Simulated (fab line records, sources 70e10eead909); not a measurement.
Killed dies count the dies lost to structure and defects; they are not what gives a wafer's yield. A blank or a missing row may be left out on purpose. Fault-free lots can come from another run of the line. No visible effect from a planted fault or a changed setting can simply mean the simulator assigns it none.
Chamber matching / flow nandHarc / NHARC_A_STAIRCASE_ETCH_271 on rieDiel-07 has 4 sister chambers
The step etches the open film in CF4/CHF3. 18 wafers are shown with their chamber, then 9 later ones without.

== WAFERS WITH THEIR CHAMBER ==
wafer=L075.2; chamber=1; drypumpMotorCurrentA (A)=6.3; showerheadPlenumPTorr (Torr)=1.58; oesProductAu (a.u.)=0.917
wafer=L075.3; chamber=0; drypumpMotorCurrentA (A)=5.1; showerheadPlenumPTorr (Torr)=1.54; oesProductAu (a.u.)=0.922
wafer=L075.5; chamber=0; drypumpMotorCurrentA (A)=5.1; showerheadPlenumPTorr (Torr)=1.54; oesProductAu (a.u.)=0.924
wafer=L077.2; chamber=1; drypumpMotorCurrentA (A)=6.3; showerheadPlenumPTorr (Torr)=1.58; oesProductAu (a.u.)=0.914
wafer=L077.4; chamber=2; drypumpMotorCurrentA (A)=5.7; showerheadPlenumPTorr (Torr)=1.48; oesProductAu (a.u.)=0.921
wafer=L077.6; chamber=2; drypumpMotorCurrentA (A)=5.7; showerheadPlenumPTorr (Torr)=1.48; oesProductAu (a.u.)=0.915
wafer=L079.2; chamber=2; drypumpMotorCurrentA (A)=5.8; showerheadPlenumPTorr (Torr)=1.48; oesProductAu (a.u.)=0.967
wafer=L079.5; chamber=3; drypumpMotorCurrentA (A)=6.0; showerheadPlenumPTorr (Torr)=1.55; oesProductAu (a.u.)=0.982
wafer=L079.6; chamber=2; drypumpMotorCurrentA (A)=5.8; showerheadPlenumPTorr (Torr)=1.48; oesProductAu (a.u.)=0.966
wafer=L082.1; chamber=2; drypumpMotorCurrentA (A)=5.7; showerheadPlenumPTorr (Torr)=1.47; oesProductAu (a.u.)=0.950
wafer=L082.3; chamber=1; drypumpMotorCurrentA (A)=6.3; showerheadPlenumPTorr (Torr)=1.57; oesProductAu (a.u.)=0.950
wafer=L082.6; chamber=2; drypumpMotorCurrentA (A)=5.7; showerheadPlenumPTorr (Torr)=1.47; oesProductAu (a.u.)=0.954
wafer=L082.2; chamber=0; drypumpMotorCurrentA (A)=5.1; showerheadPlenumPTorr (Torr)=1.54; oesProductAu (a.u.)=0.943
wafer=L082.4; chamber=3; drypumpMotorCurrentA (A)=6.0; showerheadPlenumPTorr (Torr)=1.54; oesProductAu (a.u.)=0.963
wafer=L082.5; chamber=1; drypumpMotorCurrentA (A)=6.3; showerheadPlenumPTorr (Torr)=1.58; oesProductAu (a.u.)=0.954
wafer=L086.4; chamber=3; drypumpMotorCurrentA (A)=6.0; showerheadPlenumPTorr (Torr)=1.54; oesProductAu (a.u.)=0.983
wafer=L086.5; chamber=3; drypumpMotorCurrentA (A)=6.0; showerheadPlenumPTorr (Torr)=1.54; oesProductAu (a.u.)=0.994
wafer=L086.6; chamber=2; drypumpMotorCurrentA (A)=5.7; showerheadPlenumPTorr (Torr)=1.47; oesProductAu (a.u.)=0.986

SIGNATURES, as means of the wafers listed above
reading=drypumpMotorCurrentA; chamber 0=5.100; chamber 1=6.300; chamber 2=5.729; chamber 3=6.000; scatter within a chamber=0.0319
reading=showerheadPlenumPTorr; chamber 0=1.5400; chamber 1=1.5775; chamber 2=1.4757; chamber 3=1.5425; scatter within a chamber=0.00479
reading=oesProductAu; chamber 0=0.92967; chamber 1=0.93375; chamber 2=0.95129; chamber 3=0.98050; scatter within a chamber=0.0207
Rule: a wafer's distance from a chamber is the root of the sum, over the readings, of the square of ((its reading less the chamber's mean) divided by the reading's scatter). The wafer belongs to the nearest chamber; if the next one is less than 2 further off, it can't be placed. The scatter is the square root of a quotient: the sum, over the shown wafers, of each reading's squared deviation from its chamber's mean, divided by wafers minus chambers.

== WAFERS WITHOUT THEIR CHAMBER ==
wafer=L087.3; drypumpMotorCurrentA (A)=5.8; showerheadPlenumPTorr (Torr)=1.47; oesProductAu (a.u.)=0.928
wafer=L087.4; drypumpMotorCurrentA (A)=6.0; showerheadPlenumPTorr (Torr)=1.54; oesProductAu (a.u.)=0.913
wafer=L087.6; drypumpMotorCurrentA (A)=5.1; showerheadPlenumPTorr (Torr)=1.54; oesProductAu (a.u.)=0.923
wafer=L095.1; drypumpMotorCurrentA (A)=6.2; showerheadPlenumPTorr (Torr)=1.57; oesProductAu (a.u.)=0.959
wafer=L095.4; drypumpMotorCurrentA (A)=5.1; showerheadPlenumPTorr (Torr)=1.53; oesProductAu (a.u.)=0.973
wafer=L095.5; drypumpMotorCurrentA (A)=6.0; showerheadPlenumPTorr (Torr)=1.54; oesProductAu (a.u.)=0.951
wafer=L096.2; drypumpMotorCurrentA (A)=6.3; showerheadPlenumPTorr (Torr)=1.57; oesProductAu (a.u.)=0.924
wafer=L096.4; drypumpMotorCurrentA (A)=6.0; showerheadPlenumPTorr (Torr)=1.54; oesProductAu (a.u.)=0.919
wafer=L096.5; drypumpMotorCurrentA (A)=5.7; showerheadPlenumPTorr (Torr)=1.46; oesProductAu (a.u.)=0.931

== THE CHAMBER EACH PASSED THROUGH ==
wafer=L087.3; from the rows above=2; in truth=2
wafer=L087.4; from the rows above=3; in truth=3
wafer=L087.6; from the rows above=0; in truth=0
wafer=L095.1; from the rows above=1; in truth=1
wafer=L095.4; from the rows above=0; in truth=0
wafer=L095.5; from the rows above=3; in truth=3
wafer=L096.2; from the rows above=1; in truth=1
wafer=L096.4; from the rows above=3; in truth=3
wafer=L096.5; from the rows above=2; in truth=2
Correct placement for 9 of the 9. From these rows, 0 cannot be placed. Wrongly placed: 0.
